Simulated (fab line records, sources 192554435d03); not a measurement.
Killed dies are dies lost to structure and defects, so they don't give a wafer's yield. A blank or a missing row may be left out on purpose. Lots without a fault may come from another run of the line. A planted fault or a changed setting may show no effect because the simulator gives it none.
Split-lot experiment | flow n5_finfet | 7 lots, 21 wafers read, on a route of 1938 steps

THE SPLIT
At N5_BEOL_M13_EXPOSE_07 (exposes mask V12), the setting dose_mj was moved away from the recipe's 24.8 on 6 of the 21 wafers read, by -3.6% to +7.5%. The other wafers ran this setting at the recipe's value.

FROM THE SPLIT TO THE READING: what the file shows between them, 6 steps
- N5_BEOL_M13_PEB_08: peb time 90 s
- N5_BEOL_M13_DEVELOP_09: develop time 45 s
- N5_BEOL_M13_HARDBAKE_14: time 120 s
- N5_BEOL_M13_CD_MEAS_10: target cd 190 nm
- N5_BEOL_M13_STRIP_71: strips in post etch residue remover, time 60 s
- N5_BEOL_M13_SRD_72: time 30 s, dry time 30 s

THE READING
cd_nm, in nm, at N5_BEOL_M13_CD_MEAS_17 (target cd 190 nm). Fault-free wafers of this fab line usually give 190.5 nm, standard deviation 1.6 nm.

wafer  | tool, chamber at the split | dose_mj as run | against the recipe | cd_nm, nm | against lot-mates on the recipe
L075.3 | krf_scanner-02, 0          | 23.98          | -3.3%              | 184.7     | -3.0
L075.4 | krf_scanner-02, 0          | 23.98          | -3.3%              | 186.2     | -1.5
L075.6 | krf_scanner-02, 0          | 24.8           | recipe             | 187.7     | -
L081.2 | krf_scanner-01, 0          | 23.91          | -3.6%              | 189.2     | -2.5
L081.3 | krf_scanner-01, 0          | 24.8           | recipe             | 191.7     | -
L081.4 | krf_scanner-01, 0          | 24.8           | recipe             | 191.7     | -
L083.2 | krf_scanner-02, 0          | 24.8           | recipe             | 190.0     | -
L083.3 | krf_scanner-02, 0          | 24.8           | recipe             | 190.3     | -
L083.5 | krf_scanner-02, 0          | 24.8           | recipe             | 189.3     | -
L087.1 | krf_scanner-01, 0          | 24.8           | recipe             | 192.3     | -
L087.2 | krf_scanner-01, 0          | 24.8           | recipe             | 193.4     | -
L087.5 | krf_scanner-01, 0          | 24.8           | recipe             | 192.0     | -
L089.2 | krf_scanner-01, 0          | 24.8           | recipe             | 191.1     | -
L089.3 | krf_scanner-01, 0          | 23.99          | -3.3%              | 189.9     | -1.7
L089.4 | krf_scanner-01, 0          | 24.8           | recipe             | 192.2     | -
L091.3 | krf_scanner-01, 0          | 24.8           | recipe             | 190.4     | -
L091.5 | krf_scanner-01, 0          | 24.8           | recipe             | 190.5     | -
L091.6 | krf_scanner-01, 0          | 24.8           | recipe             | 192.5     | -
L097.3 | krf_scanner-02, 0          | 26.65          | +7.5%              | 196.5     | +8.1
L097.4 | krf_scanner-02, 0          | 24.8           | recipe             | 188.4     | -
L097.5 | krf_scanner-02, 0          | 26.65          | +7.5%              | 196.1     | +7.7

THE FIT
A straight line over all 21 wafers: cd_nm changes by +0.806 nm for each +1% of dose_mj; r = +0.80; the points scatter about the line by 1.7 nm.
The same after taking each lot's own level away (the mean of its wafers on the recipe; 21 wafers): +0.938 nm for each +1%; r = +0.96; scatter 0.73 nm.
On that fit, the largest move of dose_mj shifts the reading by 7 nm.
The lots' own levels span 187.70 to 192.57 nm, that is 3.0 times the standard deviation above.
So the lot-to-lot level changes the slope: the two fits differ.
Check: with one of the wafers moved furthest among these (+7.5%) left out of the fit, the line predicts +6.73 nm for it against its lot-mates. It came out at +8.1 nm against them.

OTHER SPLITS ON THESE WAFERS
These wafers also went through other splits before the reading. Each is held against what the fit with the lots' levels taken away leaves over:
other split on the same wafers     | wafers away from the commonest value | r with cd_nm (lot level and that fit taken away)
N5_BEOL_M9_ALD_74 ald_cycles       | 8                                    | -0.08
N5_BEOL_M10_DESCUM_16 time_s       | 10                                   | -0.14
N5_BEOL_M11_HM_DEP_02 target_thk_a | 10                                   | +0.05
N5_BEOL_M12_TRENCH_ETCH_34 time_s  | 6                                    | +0.07
N5_BEOL_M12_SPUTTER_45 time_s      | 9                                    | +0.08

THE WHOLE CHAIN: every reading that the file lists as answering this split, in the file's order
step                   | what it does     | reading | change (the file's fit)               | r (the file's)
N5_BEOL_M13_CD_MEAS_10 | target cd 190 nm | cd_nm   | +0.935 nm for each +1% of the setting | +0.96
N5_BEOL_M13_CD_MEAS_17 | target cd 190 nm | cd_nm   | +0.896 nm for each +1% of the setting | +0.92

THE FILE'S OWN FIT
cd_nm changes by +0.896 nm for each +1% of dose_mj, r = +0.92.
